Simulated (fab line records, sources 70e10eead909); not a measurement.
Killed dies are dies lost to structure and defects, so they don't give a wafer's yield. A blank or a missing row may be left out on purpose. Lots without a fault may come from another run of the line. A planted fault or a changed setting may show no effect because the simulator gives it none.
Which tool did it? | flow nand_harc | 15 lots, 42 wafers sampled, at 5 steps of a route of 1302

WHAT THE GAUGES READ, wafer by wafer
NHARC_A_CHANNEL_HOLE_D1_OVL_MEAS_11. Usual: overlay_x_nm -0.2 nm, standard deviation 0.91; overlay_y_nm 0.0 nm, standard deviation 0.9.
lot  | measured     | on         | overlay_x_nm (nm) | overlay_y_nm (nm) | flag
L931 | day 8 08:59  | overlay-02 | 0.4 1.2 1.1       | 1.4 1.0 0.7       |
L932 | day 8 22:39  | overlay-01 | 1.8 1.2 1.7       | -0.2 -0.6 0.2     |
L933 | day 9 09:25  | overlay-01 | -1.1 -1.8 -1.1    | -0.4 0.0 -0.3     |
L934 | day 9 16:19  | overlay-01 | -0.7 -0.4 -0.7    | -0.7 -0.5 -0.2    |
L935 | day 9 16:28  | overlay-02 | -0.1 -0.1 -0.6    | 0.6 0.4 -0.2      |
L937 | day 11 04:13 | overlay-02 | -1.0 -0.8 -1.0    | -0.2 -0.6 -0.6    |
L938 | day 11 14:35 | overlay-01 | -0.4 -0.2 -0.1    | 0.6 0.4 0.7       |
L940 | day 12 09:01 | overlay-01 | 0.0 -0.2 -0.1     | -0.1 0.3 0.1      |
L941 | day 12 15:11 | overlay-01 | -0.5 -0.6 -0.4    | -1.3 -0.5 -1.1    |
L943 | day 13 10:02 | overlay-02 | 1.9 1.3 1.3       | 0.7 0.8 1.1       |
L945 | day 14 07:55 | overlay-02 | -0.7 -0.9         | -1.7 -0.7         |
L946 | day 14 12:28 | overlay-01 | -1.6 -1.1         | -0.3 -0.1         |
L947 | day 15 09:36 | overlay-02 | -1.4 -1.3         | 0.9 0.5           |
L953 | day 17 13:17 | overlay-01 | 0.0 -0.2 0.0      | 1.2 1.5 1.4       |
L954 | day 18 06:35 | overlay-02 | -0.1 -0.3 0.1     | -0.7 -0.6 -0.9    |

NHARC_A_ONON_D2_THK_MEAS_08: measures by ellipsometry. Usual: thk_nm 1000 nm, standard deviation 10.
lot  | measured     | on            | thk_nm (nm)    | flag
L931 | day 12 07:07 | film_metro-02 | 1007 1011 1007 |
L932 | day 12 20:22 | film_metro-02 | 1000 1002 1002 |
L933 | day 13 18:05 | film_metro-02 | 1005 1005 1006 |
L934 | day 13 18:06 | film_metro-02 | 1010 1011 1012 |
L935 | day 13 18:04 | film_metro-01 | 1004 1004 1004 |
L937 | day 14 23:41 | film_metro-02 | 998 998 998    |
L938 | day 15 13:34 | film_metro-02 | 995 994 997    |
L940 | day 16 16:29 | film_metro-01 | 992 994 992    |
L941 | day 16 16:08 | film_metro-01 | 975 973 976    |
L943 | day 17 06:46 | film_metro-01 | 1009 1008 1010 |
L945 | day 18 09:52 | film_metro-02 | 1002 682       | OFF
L946 | day 18 12:30 | film_metro-02 | 682 682        | OFF
L947 | day 19 06:55 | film_metro-01 | 672 994        | OFF
L953 | day 21 19:30 | film_metro-02 | 1007 1002 1003 |
L954 | day 22 05:56 | film_metro-02 | 1014 1016 1014 |

NHARC_A_CHANNEL_HOLE_D2_INSPECT_12. Usual: raw_defect_count 36, standard deviation 23.
lot  | measured     | on                | raw_defect_count | flag
L931 | day 13 00:08 | defect_inspect-01 | 7 2 6            |
L932 | day 13 10:32 | defect_inspect-02 | 56 62 44         |
L933 | day 14 10:44 | defect_inspect-01 | 4 3 5            |
L934 | day 14 09:59 | defect_inspect-01 | 9 8 5            |
L935 | day 14 08:49 | defect_inspect-02 | 59 55 51         |
L937 | day 15 14:04 | defect_inspect-01 | 11 8 7           |
L938 | day 16 05:46 | defect_inspect-01 | 75 56 56         |
L940 | day 17 06:35 | defect_inspect-01 | 43 54 48         |
L941 | day 17 06:26 | defect_inspect-02 | 55 55 50         |
L943 | day 17 23:23 | defect_inspect-01 | 55 66 66         |
L945 | day 19 00:22 | defect_inspect-02 | 57               |
L947 | day 19 23:24 | defect_inspect-01 | 21               |
L953 | day 22 10:11 | defect_inspect-02 | 18 18 21         |
L954 | day 22 22:10 | defect_inspect-01 | 29 30 28         |

WHICH TOOL RAN EACH LOT (tool, then ch and the chambers of the sampled wafers, then the start)
lot  | NHARC_A_CHANNEL_HOLE_D1_ETCH_20  | NHARC_A_ONON_D2_DEP_06
L931 | har_etch-01 ch 0,1, day 8 10:55  | pecvd_onon-04 ch 0, day 12 06:40
L932 | har_etch-02 ch 0,1, day 9 00:03  | pecvd_onon-02 ch 0, day 12 19:54
L933 | har_etch-01 ch 0,1, day 9 10:48  | pecvd_onon-02 ch 0, day 13 17:32
L934 | har_etch-01 ch 0,1, day 9 18:10  | pecvd_onon-03 ch 0, day 13 17:34
L935 | har_etch-02 ch 0, day 9 18:38    | pecvd_onon-04 ch 0, day 13 17:34
L937 | har_etch-01 ch 1, day 11 05:40   | pecvd_onon-03 ch 0, day 14 23:14
L938 | har_etch-02 ch 0, day 11 18:10   | pecvd_onon-04 ch 0, day 15 13:07
L940 | har_etch-02 ch 0,1, day 12 10:25 | pecvd_onon-04 ch 0, day 16 16:02
L941 | har_etch-02 ch 0,1, day 12 16:44 | pecvd_onon-04 ch 0, day 16 15:44
L943 | har_etch-02 ch 0,1, day 13 11:47 | pecvd_onon-04 ch 0, day 17 06:22
L945 | har_etch-02 ch 0, day 14 10:03   | pecvd_onon-04 ch 0, day 18 09:25
L946 | har_etch-02 ch 0,1, day 14 18:17 | pecvd_onon-04 ch 0, day 18 11:59
L947 | har_etch-01 ch 0,1, day 15 11:06 | pecvd_onon-04 ch 0, day 19 06:35
L953 | har_etch-01 ch 0,1, day 17 16:08 | pecvd_onon-03 ch 0, day 21 19:03
L954 | har_etch-01 ch 0,1, day 18 07:59 | pecvd_onon-04 ch 0, day 22 05:26
- NHARC_A_CHANNEL_HOLE_D1_ETCH_20: etches the open film in C4F8/O2/Ar, time 361.9 s, target depth 1600 nm.
- NHARC_A_ONON_D2_DEP_06: target thk 1000 nm.

WHAT THE TOOLS THEMSELVES READ (means of the sampled wafers that have a number; where no wafer has one, the mark that the record gives instead)
NHARC_A_CHANNEL_HOLE_D1_ETCH_20. Usual: drypump_motor_current_A 6.0 A, standard deviation 0.7; showerhead_plenum_p_Torr 3.60 Torr, standard deviation 0.12; throttle_valve_pct 32.154 %, standard deviation 0.0095.
lot  | tool        | drypump_motor_current_A (A) | showerhead_plenum_p_Torr (Torr) | throttle_valve_pct (%) | flag
L931 | har_etch-01 | 6.4                         | 3.60                            | 32.159                 |
L932 | har_etch-02 | 6.1                         | 3.59                            | 32.161                 |
L933 | har_etch-01 | 6.1                         | 3.66                            | 32.151                 |
L934 | har_etch-01 | 6.1                         | 3.65                            | 32.157                 |
L935 | har_etch-02 | 6.7                         | 3.50                            | 32.157                 |
L937 | har_etch-01 | 6.6                         | 3.51                            | 32.161                 |
L938 | har_etch-02 | 6.7                         | 3.49                            | 32.157                 |
L940 | har_etch-02 | 5.5                         | 3.65                            | 32.148                 |
L941 | har_etch-02 | 5.5                         | 3.65                            | 32.150                 |
L943 | har_etch-02 | 5.5                         | 3.64                            | 32.149                 |
L945 | har_etch-02 | 6.7                         | 3.47                            | 32.162                 |
L946 | har_etch-02 | 5.8                         | 3.60                            | 32.153                 |
L947 | har_etch-01 | 6.2                         | 3.58                            | 32.157                 |
L953 | har_etch-01 | 6.4                         | 3.53                            | 32.149                 |
L954 | har_etch-01 | 6.1                         | 3.59                            | 32.163                 |

NHARC_A_ONON_D2_DEP_06. Usual: nh3_flow_sccm 500.0 sccm, standard deviation 1.5; sih4_flow_sccm 209.9 sccm, standard deviation 0.56.
lot  | tool          | nh3_flow_sccm (sccm) | sih4_flow_sccm (sccm) | flag
L931 | pecvd_onon-04 | 500.7                | 210.4                 |
L932 | pecvd_onon-02 | 500.1                | 209.7                 |
L933 | pecvd_onon-02 | 497.9                | 209.8                 |
L934 | pecvd_onon-03 | 498.5                | 210.5                 |
L935 | pecvd_onon-04 | 498.9                | 210.0                 |
L937 | pecvd_onon-03 | 501.0                | 209.9                 |
L938 | pecvd_onon-04 | 498.7                | 209.6                 |
L940 | pecvd_onon-04 | 500.3                | 209.9                 |
L941 | pecvd_onon-04 | 499.6                | 209.4                 |
L943 | pecvd_onon-04 | 502.6                | 210.0                 |
L945 | pecvd_onon-04 | 500.0                | 210.2                 |
L946 | pecvd_onon-04 | 502.0                | 209.6                 |
L947 | pecvd_onon-04 | 497.8                | 209.9                 |
L953 | pecvd_onon-03 | 500.2                | 210.6                 |
L954 | pecvd_onon-04 | 500.5                | 209.8                 |

THE ANSWER, worked out from the rows above alone
Rule: a lot is off if the mean of its wafers that have a number lies more than 3 standard deviations from the usual mean. A lot without any number at a reading at which 4 lots or more have one is off too. The other lots that the step has rows for count as sound. The gauges are gone through in route order, then the tools' own readings, and for those a lot's mean is taken as printed above. The first step at which some lot is off is used, and at that step the reading that is off furthest; a lot without a number counts as furthest.
Off: L945, L946, L947, at NHARC_A_ONON_D2_THK_MEAS_08 (thk_nm).
A tool fits if, at a process step before that reading, it ran every lot that is off, and no sound lot after the first of them. The gauges at NHARC_A_ONON_D2_THK_MEAS_08 are tried like those tools. None of those tried fits.

WHAT THE SIMULATOR HAD PUT IN
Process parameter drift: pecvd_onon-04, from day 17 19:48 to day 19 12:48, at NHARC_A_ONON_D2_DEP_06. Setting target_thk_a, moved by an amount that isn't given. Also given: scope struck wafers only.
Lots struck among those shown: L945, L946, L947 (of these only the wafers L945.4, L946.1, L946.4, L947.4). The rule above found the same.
